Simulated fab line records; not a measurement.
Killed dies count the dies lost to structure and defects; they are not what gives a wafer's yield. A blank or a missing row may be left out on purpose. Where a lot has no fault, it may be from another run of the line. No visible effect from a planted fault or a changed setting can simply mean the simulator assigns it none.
fab line records	flow n5-finfet
record lots=24	wafers=72	last-day=17
route steps=1938 shown BEOL_M3@983 BEOL_M4@1023
lots with no fault: from the same line, run without faults
start-h: hours from the record's first day to the start of the lot's first wafer shown	wait-h: time in hours since the lot's previous step	" same as the row above	L1.1+2: several wafers, shown together as one row	- no value, or no start given	* or withheld: withheld	< > ~ a bound
route shown NAME@n: names a module that has steps shown in the file, with the first one's number in the route	usual: mean/standard deviation taken from wafers without a fault	same: alike in all rows	chamber/n: place in a boat	sites: each site's reading	_std_site: their standard deviation	_edge_site: inner sites' mean taken away from outer sites' mean	radius-mm: how far each site lies from the wafer's centre	mask NAME#n: copy n	behind: tool/chamber where the wafer was last shaped	hold: reason for holding the lot/hours on hold/outcome of the hold	device: transistor that didn't switch, given as n, p or np	end of line: at the end of the route, the tests of the same wafers	where a step has no rows: the recipe by itself	killed: dies that structure and defects cost at the first sort, which is not the same as the wafer's yield	map: per-die view of a wafer (x killed, . not killed, _ where there is no die)
set.NAME: the setting that was run; set.NAME@STEP: the one run at that earlier step	model.NAME: the simulator's own value behind a step, which no gauge read
route steps across a sampled set of lots; one table per step, one row per wafer
services: the hour from which a tool's chamber was out of use, counted from the record's first day as start-h (under 0 if before that day), plus the number of hours and why
## steps
# step N5_BEOL_M3_OCD_MEAS_38
# usual trench-depth-nm=55.1/1.5
lot.wafer	tool	chamber	start-h	wait-h	trench-depth-nm
L076.3	ocd-02	-	154.56	-	57.4
L076.5	"	-	"	"	56.8
L076.6	"	-	"	"	55.2
L074.2	ocd-01	-	154.69	-	53.6
L074.4	"	-	"	"	54.9
L074.5	"	-	"	"	53.7
L075.1	ocd-01	-	158.23	-	54.1
L075.2	"	-	"	"	52.2
L075.5	"	-	"	"	55.7
L077.2	ocd-02	-	165.83	-	54.5
L077.3	"	-	"	"	53.7
L077.4	"	-	"	"	53.7
L078.2	ocd-01	-	173.46	-	57.6
L078.3	"	-	"	"	53.1
L078.4	"	-	"	"	54.9
L079.2	ocd-02	-	177.70	-	56.5
L079.3	"	-	"	"	55.9
L079.6	"	-	"	"	55.6
L080.3	ocd-01	-	188.37	-	53.3
L080.4	"	-	"	"	56.8
L080.6	"	-	"	"	55.5
L081.3	ocd-01	-	195.78	-	53.1
L081.4	"	-	"	"	56.5
L081.6	"	-	"	"	53.2
L082.1	ocd-02	-	196.86	-	55.5
L082.2	"	-	"	"	56.5
L082.3	"	-	"	"	53.2
L083.2	ocd-02	-	204.99	-	56.0
L083.5	"	-	"	"	55.7
L083.6	"	-	"	"	56.0
L084.2	ocd-01	-	209.80	-	57.6
L084.3	"	-	"	"	53.5
L084.4	"	-	"	"	58.9
L085.1	ocd-01	-	217.58	-	57.1
L085.4	"	-	"	"	54.6
L085.5	"	-	"	"	54.8
L086.1	ocd-01	-	227.15	-	55.6
L086.2	"	-	"	"	58.5
L086.6	"	-	"	"	52.9
L087.1	ocd-02	-	235.16	-	55.6
L087.2	"	-	"	"	54.0
L087.4	"	-	"	"	54.9
L088.2	ocd-01	-	235.20	-	58.3
L088.5	"	-	"	"	55.6
L088.6	"	-	"	"	52.9
L089.1	ocd-01	-	247.48	-	53.7
L089.4	"	-	"	"	56.1
L089.6	"	-	"	"	56.1
L090.1	ocd-01	-	251.11	-	54.8
L090.3	"	-	"	"	54.5
L090.5	"	-	"	"	55.2
L091.2	ocd-01	-	251.15	-	56.7
L091.4	"	-	"	"	53.3
L091.6	"	-	"	"	57.5
L092.2	ocd-01	-	264.29	-	55.5
L092.4	"	-	"	"	55.3
L092.6	"	-	"	"	53.4
L093.2	ocd-02	-	265.37	-	53.9
L093.3	"	-	"	"	55.6
L093.5	"	-	"	"	54.3
L094.1	ocd-01	-	270.03	-	52.1
L094.5	"	-	"	"	55.2
L094.6	"	-	"	"	54.8
L095.1	ocd-02	-	278.43	-	54.2
L095.2	"	-	"	"	55.6
L095.5	"	-	"	"	54.5
L096.2	ocd-01	-	287.87	-	55.8
L096.4	"	-	"	"	53.3
L096.6	"	-	"	"	56.0
L097.3	ocd-01	-	292.03	-	56.5
L097.5	"	-	"	"	56.0
L097.6	"	-	"	"	54.7
# step N5_BEOL_M3_ALD_84
# recipe material=TaN	target-thk-a=*	temp-c=275	ald-precursor-family=PDMAT	ald-co-reactant=NH3	pressure-torr=3	carrier-flow-sccm=1500	pulse-time-s=2	purge-time-s=3	co-reactant-purge-time-s=2	co-reactant-pulse-time-s=3	ald-cycles=30	precursor-vessel-temp-c=75	precursor-vessel-pressure-torr=26.25	precursor-vessel-carrier-sccm=1000
# usual heater-power-outer-w=240/34	heater-power-w=439/62	mfc-carrier-sccm=1500/4.2	precursor-vessel-temp-c=75.00/0.12
# same pulse-time-s=2
lot.wafer	tool	chamber	start-h	wait-h	heater-power-outer-w	heater-power-w	mfc-carrier-sccm	precursor-vessel-temp-c
L076.3	ald-metal-02	1	154.98	0.0	251	452	1500	75.04
L076.5	"	0	"	"	262	489	1501	74.94
L076.6	"	3	"	"	275	503	1503	75.12
L074.2	ald-metal-01	0	155.13	0.1	194	352	1497	75.12
L074.4	"	3	"	"	191	335	1496	74.90
L074.5	"	0	"	"	201	347	1502	75.08
L075.1	ald-metal-04	2	159.06	0.1	254	516	1501	75.04
L075.2	"	1	"	"	244	449	1495	75.06
L075.5	"	3	"	"	206	395	1500	74.94
L077.2	ald-metal-02	1	166.52	0.3	256	445	1504	74.94
L077.3	"	0	"	"	264	481	1497	75.02
L077.4	"	2	"	"	212	375	1492	75.05
L078.2	ald-metal-01	3	173.89	0.1	193	320	1502	74.97
L078.3	"	1	"	"	314	547	1502	74.96
L078.4	"	2	"	"	222	411	1497	75.03
L079.2	ald-metal-02	0	178.24	0.0	259	472	1505	74.88
L079.3	"	2	"	"	204	382	1500	74.97
L079.6	"	1	"	"	261	446	1500	74.94
L080.3	ald-metal-04	1	189.62	0.1	244	442	1505	75.22
L080.4	"	0	"	"	264	466	1502	75.18
L080.6	"	1	"	"	245	442	1501	75.15
L081.3	ald-metal-01	3	196.80	0.1	189	335	1502	74.83
L081.4	"	2	"	"	220	406	1495	74.90
L081.6	"	0	"	"	195	348	1502	75.00
L082.1	ald-metal-01	1	197.52	0.1	315	560	1505	75.10
L082.2	"	0	"	"	195	354	1499	75.10
L082.3	"	2	"	"	217	397	1502	74.95
L083.2	ald-metal-04	0	206.08	0.1	257	463	1499	74.87
L083.5	"	3	"	"	206	410	1507	75.11
L083.6	"	0	"	"	261	476	1499	74.90
L084.2	ald-metal-01	0	210.45	0.0	194	359	1503	74.87
L084.3	"	1	"	"	310	545	1497	74.92
L084.4	"	2	"	"	216	403	1493	74.87
L085.1	ald-metal-04	0	218.23	0.0	252	473	1501	75.01
L085.4	"	3	"	"	212	404	1497	74.92
L085.5	"	0	"	"	259	469	1503	74.98
L086.1	ald-metal-02	1	227.78	0.1	255	446	1501	75.06
L086.2	"	3	"	"	279	492	1498	74.97
L086.6	"	1	"	"	254	455	1500	75.11
L088.2	ald-metal-04	1	235.68	0.0	251	426	1492	74.89
L088.5	"	0	"	"	262	474	1503	75.04
L088.6	"	1	"	"	250	432	1497	74.92
L087.1	ald-metal-04	1	235.88	0.2	244	433	1501	75.15
L087.2	"	0	"	"	262	470	1503	74.82
L087.4	"	2	"	"	249	510	1497	75.04
L089.1	ald-metal-04	1	248.53	0.1	244	439	1508	74.87
L089.4	"	3	"	"	205	409	1496	74.91
L089.6	"	0	"	"	260	464	1501	74.90
L090.1	ald-metal-04	0	251.75	0.0	265	467	1495	74.94
L090.3	"	1	"	"	244	439	1493	74.98
L090.5	"	3	"	"	202	407	1489	75.19
L091.2	ald-metal-02	1	251.82	0.0	257	452	1496	74.89
L091.4	"	2	"	"	213	364	1505	74.88
L091.6	"	0	"	"	260	482	1501	75.01
L092.2	ald-metal-01	3	264.94	0.1	190	327	1499	75.02
L092.4	"	1	"	"	315	546	1503	74.90
L092.6	"	2	"	"	224	403	1503	75.04
L093.2	ald-metal-04	1	266.24	0.1	248	440	1492	74.92
L093.3	"	0	"	"	262	475	1503	74.90
L093.5	"	2	"	"	255	497	1505	74.80
L094.1	ald-metal-02	0	270.55	0.1	263	475	1495	75.09
L094.5	"	1	"	"	246	440	1494	74.97
L094.6	"	2	"	"	206	375	1496	74.92
L095.1	ald-metal-02	0	279.14	0.1	262	482	1493	75.16
L095.2	"	2	"	"	207	377	1504	74.97
L095.5	"	0	"	"	260	476	1495	74.92
L096.2	ald-metal-04	2	288.94	0.0	259	502	1505	74.99
L096.4	"	3	"	"	210	405	1499	75.10
L096.6	"	0	"	"	256	465	1493	75.03
L097.3	ald-metal-01	1	292.36	0.1	317	568	1503	74.98
L097.5	"	3	"	"	192	330	1497	75.04
L097.6	"	2	"	"	225	408	1511	74.86
# step N5_BEOL_M3_SPUTTER_94
# recipe material=Cu	target-thk-a=45	temp-c=-20	chamber-pressure-pa=0.07	power-w=withheld	time-s=8.29
# usual throttle-valve-pct=29.8/1
lot.wafer	tool	chamber	start-h	wait-h	throttle-valve-pct
L076.3	pvd-sputter-03	-	157.13	0.1	28.9
L076.5	"	-	"	"	30.0
L076.6	"	-	"	"	28.7
L074.2	pvd-sputter-02	-	158.64	0.1	27.8
L074.4	"	-	"	"	31.2
L074.5	"	-	"	"	31.0
L075.1	pvd-sputter-01	-	161.59	0.1	31.5
L075.2	"	-	"	"	30.9
L075.5	"	-	"	"	31.6
L077.2	pvd-sputter-02	-	170.24	0.1	30.7
L077.3	"	-	"	"	29.6
L077.4	"	-	"	"	29.9
L078.2	pvd-sputter-01	-	176.40	0.1	29.8
L078.3	"	-	"	"	31.2
L078.4	"	-	"	"	29.3
L079.2	pvd-sputter-02	-	180.38	0.1	29.6
L079.3	"	-	"	"	31.3
L079.6	"	-	"	"	30.6
L080.3	pvd-sputter-02	-	191.98	0.1	29.5
L080.4	"	-	"	"	29.4
L080.6	"	-	"	"	30.9
L081.3	pvd-sputter-03	-	198.90	0.1	30.1
L081.4	"	-	"	"	29.6
L081.6	"	-	"	"	30.0
L082.1	pvd-sputter-02	-	199.90	0.1	29.5
L082.2	"	-	"	"	31.0
L082.3	"	-	"	"	27.9
L083.2	pvd-sputter-02	-	210.32	0.1	29.3
L083.5	"	-	"	"	31.1
L083.6	"	-	"	"	29.3
L084.2	pvd-sputter-01	-	212.51	0.1	30.0
L084.3	"	-	"	"	31.6
L084.4	"	-	"	"	30.9
L085.1	pvd-sputter-03	-	221.71	0.1	30.1
L085.4	"	-	"	"	30.0
L085.5	"	-	"	"	30.1
L086.1	pvd-sputter-03	-	231.42	0.1	29.9
L086.2	"	-	"	"	29.6
L086.6	"	-	"	"	29.6
L087.1	pvd-sputter-03	-	240.29	0.1	30.1
L087.2	"	-	"	"	29.4
L087.4	"	-	"	"	28.7
L088.2	pvd-sputter-01	-	241.56	0.1	29.9
L088.5	"	-	"	"	31.0
L088.6	"	-	"	"	31.6
L089.1	pvd-sputter-02	-	250.75	0.1	27.6
L089.4	"	-	"	"	31.2
L089.6	"	-	"	"	27.7
L090.1	pvd-sputter-01	-	253.89	0.1	29.1
L090.3	"	-	"	"	31.2
L090.5	"	-	"	"	31.6
L091.2	pvd-sputter-03	-	254.12	0.1	30.0
L091.4	"	-	"	"	28.7
L091.6	"	-	"	"	28.6
L092.2	pvd-sputter-01	-	267.29	0.1	31.1
L092.4	"	-	"	"	29.5
L092.6	"	-	"	"	29.3
L093.2	pvd-sputter-02	-	268.77	0.1	27.7
L093.3	"	-	"	"	30.9
L093.5	"	-	"	"	27.8
L094.1	pvd-sputter-03	-	272.83	0.1	30.2
L094.5	"	-	"	"	28.8
L094.6	"	-	"	"	29.6
L095.1	pvd-sputter-02	-	281.35	0.1	29.3
L095.2	"	-	"	"	27.8
L095.5	"	-	"	"	29.1
L096.2	pvd-sputter-03	-	291.14	0.1	30.2
L096.4	"	-	"	"	29.3
L096.6	"	-	"	"	29.5
L097.3	pvd-sputter-02	-	295.95	0.1	27.6
L097.5	"	-	"	"	29.8
L097.6	"	-	"	"	31.1
# step N5_BEOL_M3_CMP_52
# recipe stop-on=SiOC	t-overpolish-s=6.8	down-force-psi=1	platen-rpm=50	clearing-platen-down-force-psi=1.5	clearing-platen-rpm=50	post-cmp-clean=cu-alkaline	target-thk-nm=40	clearing-platen-pad-velocity-m-s=0.99484	pad-velocity-m-s=0.99484
# usual barrier-field-endpoint-s=24.8/0.88	motor-current-A=6.3/0.68	overpolish-run-s=6.800/0.009	time-to-endpoint-s=62/4.7
lot.wafer	tool	chamber	start-h	wait-h	barrier-field-endpoint-s	motor-current-A	overpolish-run-s	time-to-endpoint-s
L076.3	cmp-03	1	157.85	0.2	24.3	5.7	6.804	65
L076.6	"	1	"	"	24.6	5.4	6.796	62
L076.5	"	2	"	"	25.1	6.7	6.798	66
L074.4	cmp-03	2	159.46	0.2	26.1	6.7	6.794	67
L074.2	"	3	"	"	23.6	6.8	6.796	57
L074.5	"	3	"	"	24.0	6.8	6.786	55
L075.2	cmp-04	1	162.36	0.3	23.5	5.3	6.805	58
L075.1	"	3	"	"	24.4	6.8	6.795	59
L075.5	"	1	"	"	24.3	5.2	6.801	59
L077.4	cmp-03	1	170.95	0.1	25.5	5.7	6.794	63
L077.2	"	3	"	"	23.1	6.5	6.813	56
L077.3	"	0	"	"	26.6	7.2	6.793	72
L078.4	cmp-03	0	177.40	0.4	26.5	7.5	6.793	71
L078.3	"	1	"	"	24.1	5.7	6.813	60
L078.2	"	2	"	"	24.0	6.5	6.806	66
L079.3	cmp-03	0	181.09	0.2	26.2	7.4	6.775	71
L079.2	"	2	"	"	24.2	6.6	6.809	63
L079.6	"	0	"	"	26.3	7.4	6.800	70
L080.3	cmp-04	0	193.30	0.5	24.1	5.4	6.815	59
L080.4	"	2	"	"	25.8	6.4	6.794	65
L080.6	"	0	"	"	24.5	5.6	6.792	57
L081.3	cmp-03	0	203.63	0.4	26.8	7.4	6.815	74
L081.4	"	1	"	"	24.9	6.0	6.802	65
L081.6	"	2	"	"	26.6	6.3	6.797	68
L082.1	cmp-04	1	204.12	0.5	25.1	5.3	6.794	59
L082.3	"	2	"	"	24.4	5.9	6.789	60
L082.2	"	3	"	"	24.7	6.6	6.807	59
L083.2	cmp-03	1	212.60	0.4	24.3	5.6	6.793	63
L083.6	"	1	"	"	24.6	5.7	6.801	62
L083.5	"	2	"	"	26.3	6.4	6.793	68
L084.2	cmp-04	3	213.36	0.2	25.0	6.7	6.810	64
L084.3	"	0	"	"	23.2	5.6	6.788	57
L084.4	"	1	"	"	24.1	5.2	6.796	60
L085.1	cmp-01	2	222.56	0.4	23.9	6.9	6.805	57
L085.4	"	1	"	"	25.1	6.0	6.816	62
L085.5	"	3	"	"	25.2	6.4	6.798	65
L086.1	cmp-04	3	232.18	0.3	23.9	6.4	6.807	61
L086.2	"	0	"	"	23.9	5.5	6.792	61
L086.6	"	3	"	"	25.5	6.8	6.814	65
L087.2	cmp-04	3	241.02	0.2	24.6	7.0	6.789	61
L087.4	"	1	"	"	25.3	5.2	6.792	60
L087.1	"	2	"	"	25.3	6.0	6.801	65
L088.2	cmp-01	2	243.22	0.8	23.0	6.4	6.796	58
L088.5	"	1	"	"	23.9	5.5	6.805	59
L088.6	"	2	"	"	23.9	6.4	6.800	60
L089.4	cmp-01	1	251.66	0.3	24.9	5.8	6.802	60
L089.1	"	2	"	"	24.2	6.7	6.778	61
L089.6	"	0	"	"	24.4	6.8	6.803	57
L090.3	cmp-04	1	254.60	0.2	24.9	5.1	6.797	61
L090.1	"	2	"	"	24.9	6.3	6.798	63
L090.5	"	1	"	"	25.1	5.4	6.807	59
L091.2	cmp-03	0	255.02	0.2	26.1	7.5	6.813	73
L091.4	"	2	"	"	25.3	6.6	6.797	70
L091.6	"	0	"	"	26.3	7.6	6.793	74
L092.4	cmp-04	3	268.02	0.1	24.6	6.7	6.805	62
L092.2	"	1	"	"	24.1	5.5	6.809	62
L092.6	"	3	"	"	24.1	6.9	6.795	60
L093.3	cmp-01	2	269.52	0.2	25.1	6.9	6.792	59
L093.2	"	3	"	"	25.3	6.3	6.814	67
L093.5	"	2	"	"	25.6	6.0	6.800	63
L094.1	cmp-01	0	273.54	0.3	24.3	7.3	6.805	64
L094.6	"	0	"	"	25.6	6.9	6.812	66
L094.5	"	1	"	"	24.9	5.8	6.810	63
L095.1	cmp-03	3	282.10	0.3	23.6	6.6	6.814	55
L095.2	"	0	"	"	26.4	7.3	6.813	70
L095.5	"	2	"	"	25.6	6.6	6.787	62
L096.4	cmp-03	3	291.89	0.1	24.0	7.0	6.803	58
L096.2	"	1	"	"	24.6	5.7	6.789	61
L096.6	"	0	"	"	26.2	7.5	6.799	70
L097.3	cmp-03	3	296.66	0.2	23.9	6.6	6.802	52
L097.6	"	3	"	"	23.6	6.7	6.792	55
L097.5	"	0	"	"	25.8	7.3	6.799	70
# step N5_BEOL_M3_CO_CAP_55
# recipe material=Co	target-thk-a=20	temp-c=200	precursor=CCTBA/H2	pressure-torr=30	time-s=102.1
# usual heater-power-outer-w=129/18	heater-power-w=244/25
lot.wafer	tool	chamber	start-h	wait-h	heater-power-outer-w	heater-power-w
L076.3	cvd-co-02	1	158.22	0.0	95	203
L076.5	"	0	"	"	131	255
L076.6	"	2	"	"	137	235
L074.2	cvd-co-02	2	160.06	0.0	135	233
L074.4	"	0	"	"	135	252
L074.5	"	1	"	"	99	200
L075.1	cvd-co-02	1	162.69	0.0	94	200
L075.2	"	0	"	"	133	247
L075.5	"	1	"	"	95	200
L077.2	cvd-co-01	0	171.34	0.0	148	274
L077.3	"	0	"	"	150	257
L077.4	"	1	"	"	134	255
L078.2	cvd-co-01	1	178.24	0.0	133	270
L078.3	"	1	"	"	135	258
L078.4	"	0	"	"	149	259
L079.2	cvd-co-01	1	181.48	0.0	131	264
L079.3	"	0	"	"	148	261
L079.6	"	1	"	"	134	259
L080.3	cvd-co-01	1	193.73	0.1	134	266
L080.4	"	0	"	"	147	266
L080.6	"	0	"	"	150	262
L081.3	cvd-co-02	1	203.93	0.0	97	202
L081.4	"	0	"	"	133	253
L081.6	"	1	"	"	95	199
L082.1	cvd-co-02	2	204.45	0.0	132	231
L082.2	"	0	"	"	132	252
L082.3	"	1	"	"	96	196
L083.2	cvd-co-02	1	212.99	0.0	97	200
L083.5	"	1	"	"	95	199
L083.6	"	0	"	"	135	254
L084.2	cvd-co-02	0	213.80	0.0	135	257
L084.3	"	0	"	"	133	251
L084.4	"	1	"	"	98	200
L085.1	cvd-co-01	0	223.05	0.0	147	262
L085.4	"	1	"	"	136	264
L085.5	"	1	"	"	136	261
L086.1	cvd-co-02	0	232.52	0.0	131	250
L086.2	"	1	"	"	97	195
L086.6	"	0	"	"	135	249
L087.1	cvd-co-02	0	241.39	0.0	133	249
L087.2	"	2	"	"	137	239
L087.4	"	1	"	"	94	203
L088.2	cvd-co-01	0	243.58	0.0	146	267
L088.5	"	0	"	"	149	271
L088.6	"	1	"	"	135	274
L089.1	cvd-co-01	1	251.97	0.0	133	257
L089.4	"	0	"	"	146	267
L089.6	"	1	"	"	139	259
L090.1	cvd-co-01	1	254.99	0.0	133	261
L090.3	"	1	"	"	136	261
L090.5	"	1	"	"	133	263
L091.2	cvd-co-01	1	255.37	0.0	135	261
L091.4	"	1	"	"	135	269
L091.6	"	0	"	"	151	266
L092.2	cvd-co-02	1	268.39	0.0	96	205
L092.4	"	2	"	"	136	231
L092.6	"	1	"	"	94	204
L093.2	cvd-co-02	2	269.86	0.0	137	236
L093.3	"	1	"	"	95	199
L093.5	"	1	"	"	95	207
L094.1	cvd-co-02	1	273.91	0.0	96	196
L094.5	"	0	"	"	134	253
L094.6	"	2	"	"	137	234
L095.1	cvd-co-02	1	282.43	0.0	95	198
L095.2	"	0	"	"	132	251
L095.5	"	1	"	"	96	198
L096.2	cvd-co-02	2	292.26	0.0	136	234
L096.4	"	2	"	"	139	234
L096.6	"	0	"	"	133	262
L097.3	cvd-co-01	0	297.09	0.1	148	264
L097.5	"	0	"	"	148	264
L097.6	"	1	"	"	136	270
# step N5_BEOL_M4_PECVD_72
# recipe material=SiO2	target-thk-a=160	temp-c=400	precursor=TEOS/O2	pressure-torr=5.5	rf-w=450	teos-flow-sccm=53.8	gas=O2	flow-sccm=3000	time-s=18
# usual heater-power-outer-w=417/54	heater-power-w=703/97	showerhead-plenum-p-Torr=8.78/0.051	throttle-valve-pct=22.5/1.2
lot.wafer	tool	chamber	start-h	wait-h	heater-power-outer-w	heater-power-w	showerhead-plenum-p-Torr	throttle-valve-pct
L076.3	pecvd-01	2	158.59	0.0	336	589	8.76	21.9
L076.5	"	0	"	"	378	631	8.83	21.2
L076.6	"	2	"	"	347	591	8.75	21.8
L074.2	pecvd-02	2	160.41	0.0	386	671	8.71	23.9
L074.4	"	2	"	"	375	657	8.70	24.1
L074.5	"	0	"	"	427	761	8.81	21.1
L075.1	pecvd-02	2	163.04	0.0	337	608	8.73	24.3
L075.2	"	0	"	"	502	904	8.80	20.8
L075.5	"	0	"	"	489	915	8.80	21.0
L077.2	pecvd-02	2	171.74	0.0	365	672	8.70	24.2
L077.3	"	1	"	"	435	680	8.79	23.5
L077.4	"	2	"	"	373	648	8.73	24.4
L078.2	pecvd-01	1	178.69	0.0	402	684	8.82	22.2
L078.3	"	2	"	"	368	618	8.73	21.6
L078.4	"	0	"	"	414	693	8.82	21.2
L079.2	pecvd-04	2	181.88	0.0	369	643	8.69	21.3
L079.3	"	2	"	"	362	658	8.73	21.3
L079.6	"	2	"	"	371	650	8.73	21.3
L080.3	pecvd-01	1	194.08	0.0	367	675	8.84	22.2
L080.4	"	1	"	"	377	676	8.85	22.6
L080.6	"	2	"	"	366	584	8.76	22.0
L081.3	pecvd-02	0	204.32	0.1	519	936	8.81	20.8
L081.4	"	1	"	"	394	631	8.79	23.7
L081.6	"	0	"	"	537	920	8.79	21.2
L082.1	pecvd-02	0	204.82	0.0	512	900	8.79	20.8
L082.2	"	1	"	"	390	603	8.80	23.8
L082.3	"	1	"	"	378	622	8.80	23.5
L083.2	pecvd-04	1	213.38	0.0	468	701	8.84	23.3
L083.5	"	2	"	"	466	785	8.72	21.5
L083.6	"	0	"	"	472	796	8.72	24.2
L084.2	pecvd-01	1	214.19	0.0	356	633	8.84	22.1
L084.3	"	2	"	"	391	639	8.74	21.8
L084.4	"	0	"	"	367	624	8.80	21.3
L085.1	pecvd-04	0	223.44	0.0	406	720	8.72	24.3
L085.4	"	0	"	"	405	737	8.71	24.1
L085.5	"	2	"	"	379	689	8.72	21.4
L086.1	pecvd-02	2	232.87	0.0	321	578	8.70	21.7
L086.2	"	1	"	"	381	609	8.82	23.7
L086.6	"	1	"	"	381	605	8.78	23.5
L087.1	pecvd-01	2	241.74	0.0	351	593	8.75	21.9
L087.2	"	0	"	"	351	596	8.81	21.5
L087.4	"	1	"	"	319	612	8.84	21.9
L088.2	pecvd-04	0	243.96	0.0	443	780	8.72	24.4
L088.5	"	0	"	"	445	768	8.70	24.1
L088.6	"	1	"	"	426	665	8.85	23.5
L089.1	pecvd-02	0	252.36	0.0	510	896	8.78	20.9
L089.4	"	0	"	"	524	915	8.79	21.4
L089.6	"	2	"	"	392	645	8.71	21.4
L090.1	pecvd-04	1	255.38	0.0	398	612	8.89	23.4
L090.3	"	2	"	"	452	777	8.72	21.3
L090.5	"	0	"	"	477	805	8.72	24.1
L091.2	pecvd-01	0	255.76	0.0	440	731	8.81	21.2
L091.4	"	1	"	"	404	689	8.85	22.1
L091.6	"	2	"	"	363	588	8.75	21.8
L092.2	pecvd-04	1	268.76	0.0	412	612	8.85	23.8
L092.4	"	0	"	"	385	675	8.71	24.3
L092.6	"	1	"	"	418	614	8.86	23.7
L093.2	pecvd-01	1	270.25	0.0	389	683	8.84	22.4
L093.3	"	2	"	"	366	594	8.78	21.8
L093.5	"	1	"	"	388	684	8.82	22.6
L094.1	pecvd-04	2	274.29	0.0	451	762	8.72	21.4
L094.5	"	1	"	"	476	711	8.83	23.7
L094.6	"	2	"	"	447	769	8.69	21.5
L095.1	pecvd-04	0	282.78	0.0	361	671	8.69	24.3
L095.2	"	2	"	"	464	772	8.72	21.3
L095.5	"	2	"	"	452	762	8.72	21.6
L096.2	pecvd-02	1	292.66	0.0	439	660	8.82	23.6
L096.4	"	1	"	"	426	657	8.80	23.7
L096.6	"	1	"	"	431	674	8.79	24.0
L097.3	pecvd-02	0	297.49	0.1	530	961	8.78	21.1
L097.5	"	0	"	"	536	923	8.80	21.2
L097.6	"	1	"	"	418	642	8.81	23.7
## services
tool	chamber	start-h	hours	kind
pecvd-02	-	132.37	0.5	repair
pecvd-01	-	139.80	3.4	repair
cvd-co-01	2	149.45	242.0	repair
pecvd-02	-	153.19	2.8	pm
cvd-co-01	-	153.22	14.6	pm
cvd-co-02	0	170.03	4.6	repair
pecvd-02	0	174.57	9.4	repair
cvd-co-01	-	176.37	1.5	repair
cmp-04	-	177.98	8.8	pm
pecvd-04	0	180.42	6.5	repair
ald-metal-02	-	186.28	0.5	repair
cvd-co-01	-	187.30	0.4	repair
cmp-03	-	192.32	4.0	pm
pecvd-02	-	195.94	0.3	repair
cvd-co-02	-	201.09	1.2	repair
pecvd-04	-	204.84	5.5	pm
cvd-co-02	2	210.82	15.3	repair
cmp-03	-	216.22	32.0	repair
cmp-03	-	248.23	5.1	pm
cmp-04	-	251.09	0.8	repair
ald-metal-04	1	258.31	4.8	repair
ald-metal-04	-	259.49	0.8	repair
cmp-03	-	278.24	1.5	repair
pecvd-02	2	283.41	20.6	repair
## key
fault none
